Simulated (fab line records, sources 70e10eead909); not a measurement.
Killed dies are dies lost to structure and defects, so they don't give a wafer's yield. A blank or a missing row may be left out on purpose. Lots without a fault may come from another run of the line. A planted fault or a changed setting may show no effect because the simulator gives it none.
fab line records | flow nand_harc
record lots=11 wafers=33 last_day=32
route steps=1302 shown A_SLIT@937 A_WL_FILL@952 END@1302
lots that met no fault: from a run of the same line without faults
start_h: hours from the record's first day to the start of the lot's first wafer shown | wait_h: hours since the lot's step before | " the same as in the row above | L1.1+2: a row that stands for several wafers | - no value, or no start given | * or withheld: withheld | < > ~ a bound
route shown NAME@n: a module of which the file shows steps, and the number in the route of the first | usual: mean/standard deviation of fault-free wafers | same: alike in all rows | chamber/n: place in a boat | sites: the reading at each site | _std_site: their standard deviation | _edge_site: outer sites' mean less inner sites' | radius_mm: how far each site lies from the wafer's centre | mask NAME#n: copy n | behind: the tool/chamber that last shaped the wafer | hold: why the lot was held/for how many hours/how that ended | device: the transistor (n, p or np) that didn't switch | end of line: the same wafers' tests at the end of the route | a step without rows: its recipe alone | killed: dies lost to structure and defects at the first sort, not the wafer's yield | map: a wafer's dies, x killed, . not, _ none there
set.NAME: the setting as run; set.NAME@STEP: as run at that earlier step | model.NAME: the simulator's own value behind a step, which no gauge read
steps of the route over a sample of lots; a table a step, a row a wafer
services: from which hour (start_h, from the record's first day; less than 0 if before it) a tool's chamber was out of use, for how many hours, and why
## steps
# step NHARC_A_SLIT_ETCH_24
# recipe target_depth_a=1210 time_s=60.5 cf4_flow_sccm=100 chf3_flow_sccm=30 ar_flow_sccm=0 rf_w=500 bias_w=200 chemistry=CF4/CHF3
# usual chf3_flow_sccm=30.00/0.096 drypump_motor_current_A=6.0/0.45 oes_product_au=0.959/0.018 rf_vpp_V=370.1/2.2 showerhead_plenum_p_Torr=1.56/0.063 throttle_valve_pct=16.802/0.01
# columns lot.wafer tool chamber start_h wait_h chf3_flow_sccm drypump_motor_current_A oes_product_au rf_hours_counter_h rf_vpp_V showerhead_plenum_p_Torr throttle_valve_pct
L323.3 rie_diel-13 2 458.99 0.1 29.95 5.9 0.973 8 367.6 1.53 16.809
L323.5 " 0 " " 30.11 6.5 0.948 - 372.1 1.64 16.797
L323.4 " 2 " " 29.98 5.9 0.979 - 369.0 1.53 16.801
L325.1 rie_diel-08 1 473.14 0.1 29.75 5.7 0.966 4 369.0 1.52 16.785
L325.2 " 2 " " 30.04 5.2 0.942 6 372.1 1.58 16.801
L325.5 " 1 " " 29.96 5.7 0.972 - 368.6 1.52 16.813
L327.1 rie_diel-13 3 485.45 0.1 30.09 5.7 0.948 9 370.1 1.56 16.801
L327.3 " 0 " " 30.01 6.5 0.925 9 371.0 1.63 16.806
L327.6 " 1 " " 29.98 6.0 0.989 - 373.7 1.67 16.798
L329.4 rie_diel-06 1 508.74 0.1 30.04 5.5 0.950 1 368.5 1.48 16.803
L329.2 " 3 " " 29.97 6.6 0.981 0 369.2 1.58 16.801
L329.1 " 0 " " 30.01 6.4 0.935 1 366.8 1.49 16.809
L328.3 rie_diel-08 0 508.90 0.1 30.04 6.1 0.956 8 371.8 1.65 16.819
L328.1 " 2 " " 30.06 5.2 0.978 8 371.1 1.58 16.796
L328.4 " 3 " " 29.76 5.6 0.964 9 368.5 1.49 16.791
L330.2 rie_diel-06 2 516.72 0.1 30.11 6.7 0.961 1 369.4 1.53 16.818
L330.3 " 0 " " 29.84 6.4 0.951 1 367.0 1.49 16.794
L330.6 " 2 " " 29.99 6.7 0.972 - 368.6 1.53 16.798
L332.4 rie_diel-08 2 535.30 0.1 30.05 5.2 0.920 10 371.8 1.58 16.785
L332.3 " 1 " " 29.96 5.7 0.925 8 368.7 1.52 16.816
L332.6 " 3 " " 29.87 5.7 0.919 - 366.9 1.49 16.799
L334.2 rie_diel-06 3 552.27 0.1 29.95 6.7 0.952 3 371.6 1.58 16.798
L334.6 " 2 " " 29.98 6.7 0.953 - 367.6 1.52 16.797
L334.5 " 1 " " 30.04 5.5 0.951 - 369.3 1.48 16.802
L336.1 rie_diel-13 1 566.47 0.1 29.91 6.0 0.966 2 374.3 1.66 16.804
L336.4 " 3 " " 30.05 5.7 0.957 3 371.4 1.56 16.816
L336.5 " 0 " " 30.00 6.5 0.956 - 371.7 1.63 16.811
L340.1 rie_diel-06 1 612.50 0.1 29.92 5.4 0.954 6 368.8 1.48 16.798
L340.5 " 3 " " 29.99 6.6 0.957 - 370.9 1.58 16.804
L340.6 " 0 " " 29.97 6.4 0.936 - 368.1 1.48 16.807
L344.2 rie_diel-08 0 660.09 0.1 29.88 6.1 0.956 7 373.9 1.65 16.792
L344.1 " 2 " " 29.98 5.2 0.973 7 371.4 1.58 16.797
L344.4 " 3 " " 30.12 5.6 0.945 8 368.0 1.49 16.787
# step NHARC_A_SLIT_ETCH_17
# recipe bias_v=900 source_w=withheld pressure_mtorr=20 ar_flow_sccm=375 c4f8_flow_sccm=83.3 o2_flow_sccm=41.7 time_s=4254.5 target_depth_a=2.03e+05 chemistry=C4F8/O2/Ar
# usual drypump_motor_current_A=5.5/0.45 he_backside_leak_sccm=6.3/0.92 showerhead_plenum_p_Torr=3.68/0.13 throttle_valve_pct=32.047/0.009
# columns lot.wafer tool chamber start_h wait_h drypump_motor_current_A he_backside_leak_sccm rf_hours_counter_h showerhead_plenum_p_Torr throttle_valve_pct
L323.4 har_etch-01 0 461.58 - 5.3 6.6 - 3.66 32.067
L323.3 " 1 " " 6.3 6.1 - 3.58 32.049
L323.5 " 1 463.35 - 6.3 6.3 - 3.58 32.044
L325.2 har_etch-02 0 474.30 - 5.1 5.5 50 3.68 32.024
L325.1 " 1 " " 5.4 5.6 50 3.91 32.055
L325.5 " 1 477.32 - 5.4 5.5 - 3.91 32.042
L327.1 har_etch-02 0 487.21 - 5.1 5.4 58 3.68 32.058
L327.3 " 0 488.43 - 5.1 5.6 - 3.68 32.034
L327.6 " 0 489.64 - 5.0 5.8 - 3.68 32.049
L329.1 har_etch-02 0 509.90 - 5.1 5.5 69 3.67 32.045
L329.2 " 1 " " 5.4 5.6 69 3.90 32.047
L329.4 " 0 " " 5.1 5.2 - 3.67 32.052
L328.1 har_etch-02 0 513.72 - 5.1 5.5 73 3.67 32.051
L328.3 " 0 514.93 - 5.1 5.4 - 3.67 32.041
L328.4 " 1 " " 5.4 5.5 - 3.90 32.051
L330.2 har_etch-02 1 522.29 - 5.4 5.4 80 3.89 32.051
L330.3 " 0 " " 5.1 5.5 - 3.67 32.040
L330.6 " 0 524.14 - 5.1 5.4 - 3.67 32.045
L332.4 har_etch-02 0 537.68 - 5.1 5.2 - 3.66 32.049
L332.3 " 1 " " 5.4 5.6 - 3.89 32.061
L332.6 " 1 539.49 - 5.4 5.4 - 3.89 32.044
L334.2 har_etch-02 1 554.29 - 5.4 5.4 95 3.89 32.037
L334.6 " 0 556.12 - 5.0 5.8 - 3.66 32.064
L334.5 " 1 " " 5.4 5.2 - 3.89 32.051
L336.1 har_etch-01 1 568.25 - 6.3 7.2 306 3.54 32.047
L336.4 " 1 569.47 - 6.3 7.1 - 3.54 32.034
L336.5 " 1 570.69 - 6.3 6.9 - 3.54 32.046
L340.1 har_etch-02 0 613.66 - 5.1 6.1 130 3.64 32.049
L340.6 " 0 616.04 - 5.1 6.1 - 3.64 32.057
L340.5 " 1 " " 5.4 5.7 - 3.87 32.047
L344.1 har_etch-02 1 662.44 - 5.4 5.9 161 3.85 32.048
L344.2 " 0 " " 5.1 5.5 161 3.62 32.057
L344.4 " 1 " " 5.4 6.0 - 3.85 32.044
# step NHARC_A_SLIT_ETCH_26
# recipe bias_v=400 source_w=2000 pressure_mtorr=25 time_s=90 ar_flow_sccm=375 c4f8_flow_sccm=41.7 o2_flow_sccm=83.3 target_depth_a=4000 chemistry=C4F8/O2/Ar
# usual drypump_motor_current_A=5.5/0.45 he_backside_leak_sccm=6.3/0.93 showerhead_plenum_p_Torr=3.71/0.14 throttle_valve_pct=27.619/0.01
# columns lot.wafer tool chamber start_h wait_h drypump_motor_current_A he_backside_leak_sccm rf_hours_counter_h showerhead_plenum_p_Torr throttle_valve_pct
L323.4 har_etch-01 0 464.01 1.8 5.3 6.4 - 3.69 27.616
L323.3 " 1 " " 6.3 6.8 - 3.61 27.626
L323.5 " 1 " " 6.3 7.4 - 3.60 27.608
L325.2 har_etch-02 0 477.92 3.0 5.1 5.5 53 3.71 27.608
L325.1 " 1 " " 5.4 5.6 53 3.95 27.612
L325.5 " 1 " " 5.4 5.7 - 3.95 27.600
L327.1 har_etch-02 0 490.27 2.5 5.1 5.6 61 3.71 27.627
L327.3 " 0 " " 5.1 5.8 - 3.71 27.607
L327.6 " 0 " " 5.1 5.8 - 3.71 27.619
L329.1 har_etch-02 0 513.54 3.0 5.1 5.4 72 3.70 27.617
L329.2 " 1 " " 5.5 5.7 72 3.94 27.620
L329.4 " 0 " " 5.1 5.8 - 3.70 27.611
L328.1 har_etch-02 0 517.33 3.0 5.1 5.6 76 3.70 27.615
L328.3 " 0 " " 5.1 5.6 - 3.70 27.616
L328.4 " 1 " " 5.4 5.6 - 3.94 27.614
L330.2 har_etch-02 1 525.40 2.5 5.4 5.4 83 3.93 27.605
L330.3 " 0 " " 5.1 5.5 - 3.70 27.629
L330.6 " 0 " " 5.1 5.5 - 3.70 27.649
L332.4 har_etch-02 0 540.16 1.9 5.0 5.6 - 3.69 27.617
L332.3 " 1 " " 5.4 5.6 - 3.93 27.625
L332.6 " 1 " " 5.4 5.7 - 3.93 27.612
L334.2 har_etch-02 1 557.37 2.5 5.4 5.6 98 3.92 27.618
L334.6 " 0 " " 5.1 5.9 - 3.69 27.615
L334.5 " 1 " " 5.4 5.6 - 3.92 27.604
L336.1 har_etch-01 1 571.33 2.5 6.3 7.4 309 3.57 27.621
L336.4 " 1 " " 6.3 7.2 - 3.57 27.613
L336.5 " 1 " " 6.3 7.2 - 3.57 27.622
L340.1 har_etch-02 0 617.23 3.0 5.1 5.9 133 3.67 27.619
L340.6 " 0 " " 5.1 5.8 - 3.67 27.598
L340.5 " 1 " " 5.4 5.7 - 3.90 27.611
L344.1 har_etch-02 1 666.13 3.1 5.4 6.0 164 3.88 27.604
L344.2 " 0 " " 5.1 5.8 164 3.65 27.615
L344.4 " 1 " " 5.4 6.0 - 3.88 27.621
# step NHARC_A_SLIT_CD_MEAS_21
# usual cd_nm=289.2/1.3
# columns lot.wafer tool chamber start_h wait_h cd_nm
L323.3 cd_sem-03 - 465.37 - 288.1
L323.4 " - " " 287.4
L323.5 " - " " 286.4
L325.1 cd_sem-02 - 479.34 - 288.0
L325.2 " - " " 289.2
L325.5 " - " " 290.2
L327.1 cd_sem-02 - 491.68 - 289.3
L327.3 " - " " 287.1
L327.6 " - " " 287.9
L329.1 cd_sem-01 - 515.00 - 290.1
L329.2 " - " " 290.2
L329.4 " - " " 289.9
L328.1 cd_sem-03 - 518.75 - 290.8
L328.3 " - " " 291.0
L328.4 " - " " 288.4
L330.2 cd_sem-01 - 526.79 - 290.5
L330.3 " - " " 290.9
L330.6 " - " " 290.1
L332.3 cd_sem-02 - 541.52 - 290.2
L332.4 " - " " 290.2
L332.6 " - " " 289.9
L334.2 cd_sem-02 - 558.76 - 288.8
L334.5 " - " " 289.5
L334.6 " - " " 290.7
L336.1 cd_sem-02 - 572.72 - 286.9
L336.4 " - " " 286.7
L336.5 " - " " 289.0
L340.1 cd_sem-03 - 618.65 - 288.4
L340.5 " - " " 290.4
L340.6 " - " " 288.6
L344.1 cd_sem-02 - 667.58 0.1 285.5
L344.2 " - " " 283.0
L344.4 " - " " 284.4
# step NHARC_A_WL_FILL_ALD_00
# recipe target_thk_a=30 pulse_time_s=3 ald_cycles=30 temp_c=300 material=Al2O3
# usual heater_power_w=485/32 precursor_pulse_height_rel=0.997/0.019
# same ald_cycles=30
# columns lot.wafer tool chamber start_h wait_h heater_power_w precursor_pulse_height_rel since_wet_clean_h
L323.4 ald_hk-01 2 472.12 0.1 540 0.985 160
L323.3 " 0 " " 464 1.025 160
L323.5 " 3 " " 492 0.950 -
L325.1 ald_hk-03 3 486.04 0.1 520 0.993 78
L325.2 " 1 " " 492 0.996 78
L325.5 " 3 " " 520 1.025 -
L327.3 ald_hk-04 2 498.50 0.1 479 0.998 53
L327.1 " 3 " " 515 1.042 53
L327.6 " 1 " " 461 0.977 -
L329.2 ald_hk-03 3 521.68 0.1 503 1.031 114
L329.1 " 0 " " 460 0.985 114
L329.4 " 2 " " 483 1.009 114
L328.1 ald_hk-04 0 526.38 0.1 502 1.003 81
L328.3 " 2 " " 471 1.002 81
L328.4 " 3 " " 520 1.008 81
L330.2 ald_hk-03 0 533.55 0.1 457 1.011 126
L330.3 " 2 " " 477 0.993 126
L330.6 " 0 " " 468 1.005 -
L332.4 ald_hk-01 1 547.14 0.3 426 0.981 57
L332.3 " 2 " " 565 0.996 57
L332.6 " 3 " " 473 0.985 -
L334.2 ald_hk-03 3 565.45 0.1 534 1.021 158
L334.6 " 3 " " 512 0.965 -
L334.5 " 0 " " 476 1.008 -
L336.4 ald_hk-04 0 579.48 0.1 491 0.995 134
L336.1 " 1 " " 455 1.025 134
L336.5 " 3 " " 521 0.987 -
L340.1 ald_hk-04 1 625.40 0.1 460 0.995 2
L340.6 " 2 " " 474 0.963 -
L340.5 " 3 " " 511 0.996 -
L344.2 ald_hk-04 0 673.40 0.1 509 0.980 50
L344.4 " 1 " " 464 1.023 50
L344.1 " 2 " " 464 0.995 50
# step NHARC_END_SORT_01
# recipe temp_c=25
# usual killed_at_array=58/22 killed_at_other=1.0/1.3 killed_at_periphery=5/3.4 killed_dies=64/22 killed_open=3.6/1.8 killed_short=2.4/1.7
# same gross_dies=677
# columns lot.wafer tool chamber start_h wait_h killed_at_array killed_at_other killed_at_periphery killed_dies killed_open killed_short
L323.3 prober-01 0 571.12 3.1 72 0 2 74 6 3
L323.4 prober-01 0 571.91 3.4 67 0 1 68 2 1
L323.5 prober-01 0 572.70 3.7 59 0 2 61 2 3
L325.1 prober-01 0 581.48 2.5 55 0 3 58 4 2
L325.2 prober-01 0 582.27 2.8 50 1 0 51 1 1
L325.5 prober-01 0 584.67 3.7 55 1 1 57 4 4
L327.1 prober-01 0 593.64 2.4 36 4 9 49 5 3
L327.3 prober-01 0 595.25 3.1 28 2 13 43 2 2
L327.6 prober-01 0 597.67 4.0 27 5 9 41 2 3
L329.1 prober-02 0 622.27 2.5 40 2 12 54 1 3
L329.2 prober-02 0 623.07 2.8 41 0 5 46 5 1
L329.4 prober-02 0 624.66 3.4 64 1 9 74 6 4
L328.1 prober-01 0 630.86 2.5 34 4 4 42 8 1
L328.3 prober-01 0 632.47 3.1 27 2 8 37 6 2
L328.4 prober-01 0 633.27 3.4 34 0 3 37 4 3
L330.2 prober-02 0 635.91 2.8 77 0 4 81 4 2
L330.3 prober-02 0 636.72 3.1 77 1 2 80 2 1
L330.6 prober-02 0 639.14 4.0 80 1 2 83 4 6
L332.3 prober-02 0 648.57 3.1 52 4 3 59 2 0
L332.4 prober-02 0 649.36 3.4 49 2 5 56 1 2
L332.6 prober-02 0 650.95 4.0 60 2 2 64 2 0
L334.2 prober-01 0 667.69 2.8 32 1 5 38 5 2
L334.5 prober-01 0 670.11 3.7 34 0 7 41 4 2
L334.6 prober-01 0 670.91 4.0 43 0 4 47 4 0
L336.1 prober-02 0 677.43 2.5 102 0 3 105 2 4
L336.4 prober-02 0 679.82 3.4 89 0 1 90 1 1
L336.5 prober-02 0 680.61 3.7 98 0 3 101 4 0
L340.1 prober-02 0 723.41 2.5 66 1 11 78 3 1
L340.5 prober-02 0 726.63 3.7 80 0 8 88 8 0
L340.6 prober-02 0 727.44 4.0 64 0 6 70 3 3
L344.1 prober-02 0 771.86 2.5 26 1 3 30 4 6
L344.2 prober-02 0 772.66 2.8 27 0 3 30 2 4
L344.4 prober-02 0 774.25 3.4 28 1 3 32 4 3
# killed by level:class
L323.3 A_CHANNEL_HOLE_D2:chamber_film_flake=38 A_SLIT:chamber_film_flake=17 A_STAIRCASE:chamber_film_flake=3 A_WL_FILL:geometric_particle:open=2 A_CHANNEL_HOLE_D1:chamber_film_flake=2 A_WL_FILL:chamber_film_flake=2 A_SOURCE_PLATE:geometric_particle:short=1 A_CHANNEL_HOLE_D1:geometric_particle:open=1
L323.4 A_CHANNEL_HOLE_D2:chamber_film_flake=41 A_SLIT:chamber_film_flake=17 A_STAIRCASE:chamber_film_flake=3 A_CONTACT:chamber_film_flake=2 A_ONON_D1:geometric_particle:short=1 A_WL_FILL:geometric_particle:open=1 A_CONTACT:geometric_particle:open=1 P_BONDPAD:chamber_film_flake=1
L323.5 A_CHANNEL_HOLE_D2:chamber_film_flake=30 A_SLIT:chamber_film_flake=19 A_STAIRCASE:chamber_film_flake=3 A_ONON_D2:geometric_particle:short=2 P_BONDPAD:chamber_film_flake=2 A_ONON_D1:geometric_particle:short=1 A_CHANNEL_FILL_D2:geometric_particle:open=1 A_SGD_CUT:geometric_particle:open=1
L325.1 A_CHANNEL_HOLE_D1:chamber_film_flake=28 A_CHANNEL_HOLE_D2:chamber_film_flake=9 A_SGD_CUT:chamber_film_flake=4 A_STAIRCASE:chamber_film_flake=3 A_CONTACT:unspecified=3 A_ZERO_WELL:chamber_film_flake=2 P_ZERO_WELL:geometric_particle:short=1 P_GATE:geometric_particle:open=1
L325.2 A_CHANNEL_HOLE_D1:chamber_film_flake=31 A_CHANNEL_HOLE_D2:chamber_film_flake=5 A_CONTACT:chamber_film_flake=5 A_SGD_CUT:chamber_film_flake=3 A_WL_FILL:chamber_film_flake=2 A_DECK1_JOINT:geometric_particle:open=1 A_WL_FILL:geometric_particle:short=1 A_DECK1_JOINT:chamber_film_flake=1
L325.5 A_CHANNEL_HOLE_D1:chamber_film_flake=31 A_CHANNEL_HOLE_D2:chamber_film_flake=6 A_SGD_CUT:chamber_film_flake=4 A_STAIRCASE:chamber_film_flake=3 A_CONTACT:chamber_film_flake=3 A_M0:geometric_particle:short=2 P_CONTACT:geometric_particle:open=1 A_CHANNEL_FILL_D1:geometric_particle:short=1
L327.1 A_STAIRCASE:chamber_film_flake=11 A_CHANNEL_HOLE_D2:chamber_film_flake=9 A_BLC:chamber_film_flake=5 P_CONTACT:chamber_film_flake=4 THIN_TSV:chamber_film_flake=4 A_CHANNEL_HOLE_D1:chamber_film_flake=3 P_STI:chamber_film_flake=2 P_GATE:chamber_film_flake=2
L327.3 P_GATE:chamber_film_flake=7 A_CHANNEL_HOLE_D2:chamber_film_flake=7 A_CHANNEL_HOLE_D1:chamber_film_flake=6 P_CONTACT:chamber_film_flake=5 A_STAIRCASE:chamber_film_flake=5 A_CONTACT:chamber_film_flake=3 A_SLIT:chamber_film_flake=2 THIN_TSV:chamber_film_flake=2
L327.6 A_STAIRCASE:chamber_film_flake=9 A_CHANNEL_HOLE_D2:chamber_film_flake=7 A_CHANNEL_HOLE_D1:chamber_film_flake=5 THIN_TSV:chamber_film_flake=5 P_ZERO_WELL:chamber_film_flake=2 P_GATE:chamber_film_flake=2 P_CONTACT:chamber_film_flake=2 A_BLC:chamber_film_flake=2
L329.1 A_CHANNEL_HOLE_D2:chamber_film_flake=30 P_GATE:chamber_film_flake=4 A_WL_FILL:geometric_particle:short=3 P_STI:chamber_film_flake=3 P_M1:chamber_film_flake=2 P_BONDPAD:chamber_film_flake=2 A_CHANNEL_FILL_D1:chamber_film_flake=2 A_SLIT:chamber_film_flake=2
L329.2 A_CHANNEL_HOLE_D2:chamber_film_flake=26 A_CHANNEL_FILL_D1:chamber_film_flake=5 A_SLIT:chamber_film_flake=3 P_STI:chamber_film_flake=2 P_CONTACT:geometric_particle:open=1 P_M2:geometric_particle:open=1 A_ONON_D2:geometric_particle:open=1 A_WL_FILL:geometric_particle:short=1
L329.4 A_CHANNEL_HOLE_D2:chamber_film_flake=37 A_CHANNEL_HOLE_D1:chamber_film_flake=5 A_SLIT:chamber_film_flake=4 A_CONTACT:chamber_film_flake=4 A_WL_FILL:geometric_particle:short=3 A_WL_FILL:geometric_particle:open=2 P_ZERO_WELL:chamber_film_flake=2 P_STI:chamber_film_flake=2
L328.1 A_CHANNEL_HOLE_D2:chamber_film_flake=11 A_CONTACT:chamber_film_flake=6 THIN_TSV:chamber_film_flake=4 A_STAIRCASE:chamber_film_flake=4 A_DECK1_JOINT:geometric_particle:open=2 A_CHANNEL_HOLE_D1:chamber_film_flake=2 A_DECK1_JOINT:chamber_film_flake=2 P_STI:geometric_particle:open=1
L328.3 A_CHANNEL_HOLE_D2:chamber_film_flake=13 A_CHANNEL_HOLE_D1:chamber_film_flake=4 A_CONTACT:chamber_film_flake=4 P_STI:chamber_film_flake=3 P_GATE:geometric_particle:open=2 P_ZERO_WELL:chamber_film_flake=2 A_STAIRCASE:chamber_film_flake=2 P_M0:geometric_particle:open=1
L328.4 A_CHANNEL_HOLE_D2:chamber_film_flake=16 A_STAIRCASE:chamber_film_flake=5 A_CONTACT:chamber_film_flake=5 A_CHANNEL_HOLE_D1:chamber_film_flake=2 A_CHANNEL_FILL_D2:geometric_particle:open=1 P_GATE:geometric_particle:short=1 P_CONTACT:geometric_particle:open=1 P_M0:geometric_particle:open=1
L330.2 A_CHANNEL_HOLE_D2:chamber_film_flake=35 A_CHANNEL_HOLE_D1:chamber_film_flake=34 A_CONTACT:chamber_film_flake=5 P_M0:geometric_particle:open=2 P_CONTACT:geometric_particle:open=1 A_ONON_D1:geometric_particle:short=1 A_CHANNEL_FILL_D1:geometric_particle:open=1 A_DECK1_JOINT:geometric_particle:short=1
L330.3 A_CHANNEL_HOLE_D1:chamber_film_flake=37 A_CHANNEL_HOLE_D2:chamber_film_flake=26 A_CHANNEL_FILL_D1:chamber_film_flake=4 A_DECK1_JOINT:chamber_film_flake=4 A_SLIT:chamber_film_flake=2 P_M0:geometric_particle:open=1 A_SGD_CUT:geometric_particle:short=1 A_WL_FILL:geometric_particle:open=1
L330.6 A_CHANNEL_HOLE_D1:chamber_film_flake=37 A_CHANNEL_HOLE_D2:chamber_film_flake=30 A_CONTACT:chamber_film_flake=3 A_CHANNEL_FILL_D2:geometric_particle:short=2 A_CHANNEL_FILL_D1:chamber_film_flake=2 P_M0:geometric_particle:open=1 P_M0:geometric_particle:short=1 A_ONON_D1:geometric_particle:short=1
L332.3 A_CHANNEL_HOLE_D1:chamber_film_flake=36 A_CHANNEL_HOLE_D2:chamber_film_flake=9 A_CONTACT:chamber_film_flake=4 HYBRID_BOND:chamber_film_flake=3 P_GATE:chamber_film_flake=2 P_CONTACT:geometric_particle:open=1 A_CONTACT:geometric_particle:open=1 A_DECK1_JOINT:chamber_film_flake=1
L332.4 A_CHANNEL_HOLE_D1:chamber_film_flake=30 A_CHANNEL_HOLE_D2:chamber_film_flake=10 P_GATE:chamber_film_flake=4 A_STAIRCASE:chamber_film_flake=3 A_CONTACT:chamber_film_flake=2 THIN_TSV:chamber_film_flake=2 A_SOURCE_PLATE:geometric_particle:short=1 A_CHANNEL_FILL_D1:geometric_particle:short=1
L332.6 A_CHANNEL_HOLE_D1:chamber_film_flake=38 A_CHANNEL_HOLE_D2:chamber_film_flake=14 A_CONTACT:chamber_film_flake=4 THIN_TSV:chamber_film_flake=2 P_GATE:geometric_particle:open=1 A_CHANNEL_FILL_D1:geometric_particle:open=1 P_GATE:chamber_film_flake=1 A_SLIT:chamber_film_flake=1
L334.2 A_CHANNEL_HOLE_D2:chamber_film_flake=19 A_CHANNEL_HOLE_D1:chamber_film_flake=3 P_CONTACT:geometric_particle:open=2 A_DECK1_JOINT:chamber_film_flake=2 P_M1:geometric_particle:open=1 A_ONON_D1:geometric_particle:open=1 A_DECK1_JOINT:geometric_particle:short=1 A_M1:geometric_particle:open=1
L334.5 A_CHANNEL_HOLE_D2:chamber_film_flake=16 P_GATE:chamber_film_flake=4 A_CHANNEL_HOLE_D1:chamber_film_flake=4 A_CONTACT:chamber_film_flake=4 P_CONTACT:geometric_particle:open=2 A_STAIRCASE:chamber_film_flake=2 A_WL_FILL:chamber_film_flake=2 P_M0:geometric_particle:open=1
L334.6 A_CHANNEL_HOLE_D2:chamber_film_flake=15 A_CHANNEL_HOLE_D1:chamber_film_flake=11 A_CONTACT:chamber_film_flake=7 P_GATE:chamber_film_flake=3 A_SGD_CUT:chamber_film_flake=3 A_BLC:chamber_film_flake=2 P_M0:geometric_particle:open=1 A_SOURCE_PLATE:geometric_particle:open=1
L336.1 A_CHANNEL_HOLE_D1:chamber_film_flake=36 A_SLIT:chamber_film_flake=36 A_CHANNEL_HOLE_D2:chamber_film_flake=18 A_CHANNEL_FILL_D1:geometric_particle:short=2 A_WL_FILL:chamber_film_flake=2 A_M1:chamber_film_flake=2 P_CONTACT:geometric_particle:open=1 A_ONON_D2:geometric_particle:open=1
L336.4 A_CHANNEL_HOLE_D1:chamber_film_flake=43 A_SLIT:chamber_film_flake=25 A_CHANNEL_HOLE_D2:chamber_film_flake=12 A_WL_FILL:chamber_film_flake=2 A_M1:chamber_film_flake=2 P_M2:geometric_particle:short=1 A_SGD_CUT:geometric_particle:open=1 A_CHANNEL_FILL_D1:chamber_film_flake=1
L336.5 A_SLIT:chamber_film_flake=38 A_CHANNEL_HOLE_D1:chamber_film_flake=31 A_CHANNEL_HOLE_D2:chamber_film_flake=15 A_M1:chamber_film_flake=4 A_CHANNEL_FILL_D1:geometric_particle:open=2 A_WL_FILL:chamber_film_flake=2 P_M2:geometric_particle:open=1 A_CHANNEL_HOLE_D1:geometric_particle:open=1
L340.1 A_CHANNEL_HOLE_D1:chamber_film_flake=36 A_CHANNEL_HOLE_D2:chamber_film_flake=17 P_BONDPAD:chamber_film_flake=5 A_SLIT:chamber_film_flake=5 P_CONTACT:chamber_film_flake=3 A_CONTACT:chamber_film_flake=3 P_CONTACT:geometric_particle:open=1 A_CHANNEL_HOLE_D1:geometric_particle:short=1
L340.5 A_CHANNEL_HOLE_D1:chamber_film_flake=32 A_CHANNEL_HOLE_D2:chamber_film_flake=26 A_CONTACT:chamber_film_flake=6 P_CONTACT:chamber_film_flake=4 A_DECK1_JOINT:chamber_film_flake=3 A_STAIRCASE:chamber_film_flake=3 A_DECK1_JOINT:geometric_particle:open=2 A_CHANNEL_FILL_D2:geometric_particle:open=2
L340.6 A_CHANNEL_HOLE_D1:chamber_film_flake=29 A_CHANNEL_HOLE_D2:chamber_film_flake=21 P_CONTACT:chamber_film_flake=3 A_STAIRCASE:chamber_film_flake=3 A_M0:geometric_particle:open=2 P_BONDPAD:chamber_film_flake=2 A_CONTACT:chamber_film_flake=2 A_DECK1_JOINT:geometric_particle:short=1
L344.1 A_SLIT:chamber_film_flake=6 A_STAIRCASE:chamber_film_flake=4 A_CHANNEL_HOLE_D1:chamber_film_flake=3 A_CHANNEL_FILL_D1:geometric_particle:open=2 A_ONON_D2:geometric_particle:short=2 P_GATE:chamber_film_flake=2 A_CONTACT:chamber_film_flake=2 P_GATE:geometric_particle:short=1
L344.2 A_SLIT:chamber_film_flake=11 A_ONON_D2:geometric_particle:short=2 A_CHANNEL_HOLE_D1:unspecified=2 A_CHANNEL_HOLE_D1:chamber_film_flake=2 A_STAIRCASE:chamber_film_flake=2 A_M1:chamber_film_flake=2 P_CONTACT:geometric_particle:short=1 A_ONON_D1:geometric_particle:short=1
L344.4 A_SLIT:chamber_film_flake=12 A_CONTACT:chamber_film_flake=3 A_CHANNEL_FILL_D2:geometric_particle:open=2 A_CHANNEL_HOLE_D1:unspecified=2 A_STAIRCASE:chamber_film_flake=2 P_GATE:geometric_particle:short=1 P_M1:geometric_particle:open=1 A_CHANNEL_FILL_D1:geometric_particle:short=1
## services
# columns tool chamber start_h hours kind
ald_hk-04 - 435.87 10.0 pm
ald_hk-04 0 435.87 10.0 vent_cycle
ald_hk-04 1 435.87 10.0 vent_cycle
ald_hk-04 2 435.87 10.0 vent_cycle
ald_hk-04 3 435.87 10.0 vent_cycle
rie_diel-13 1 445.13 20.7 repair
ald_hk-04 0 445.87 - clean
ald_hk-04 1 445.87 - clean
ald_hk-04 2 445.87 - clean
ald_hk-04 3 445.87 - clean
ald_hk-04 - 448.93 2.0 repair
rie_diel-06 1 467.64 21.6 repair
ald_hk-01 - 480.27 10.0 pm
rie_diel-06 - 484.20 9.0 pm
rie_diel-13 2 505.23 4.4 repair
rie_diel-13 - 519.04 9.0 pm
ald_hk-03 - 528.48 1.0 repair
rie_diel-08 - 544.80 9.0 pm
rie_diel-06 0 551.68 6.0 repair
ald_hk-03 - 575.72 10.0 pm
ald_hk-04 0 613.87 10.0 vent_cycle
rie_diel-06 0 618.96 2.4 repair
ald_hk-01 - 658.27 10.0 pm
rie_diel-06 - 661.20 9.0 pm
## key
first_sign step=NHARC_A_SLIT_CD_MEAS_21 reading=cd_nm direction=down sigmas=3.7 usual=289.2 struck=284.3
effect none on later readings
met_at NHARC_A_SLIT_ETCH_17
struck_lots L344
tester_left_out L344
not_acting_at NHARC_A_SLIT_ETCH_24,NHARC_A_SLIT_ETCH_26,NHARC_A_WL_FILL_ALD_00
onset_between 613.66 662.44
also_fits time
fault kind=process_parameter_drift tool=har_etch-02 chamber=- onset_h=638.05 steps=NHARC_A_SLIT_ETCH_17 channel=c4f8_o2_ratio offset=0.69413 shape=step end_h=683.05 acts_in=these_recipes_only stated=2
# tester_left_out: of these lots the tester's yield and bins aren't shown, on N5 and GAA mostly nor the transistor test; their killed dies are dies lost to structure and defects alone, not to doping, threshold or leakage, so they don't give the yield
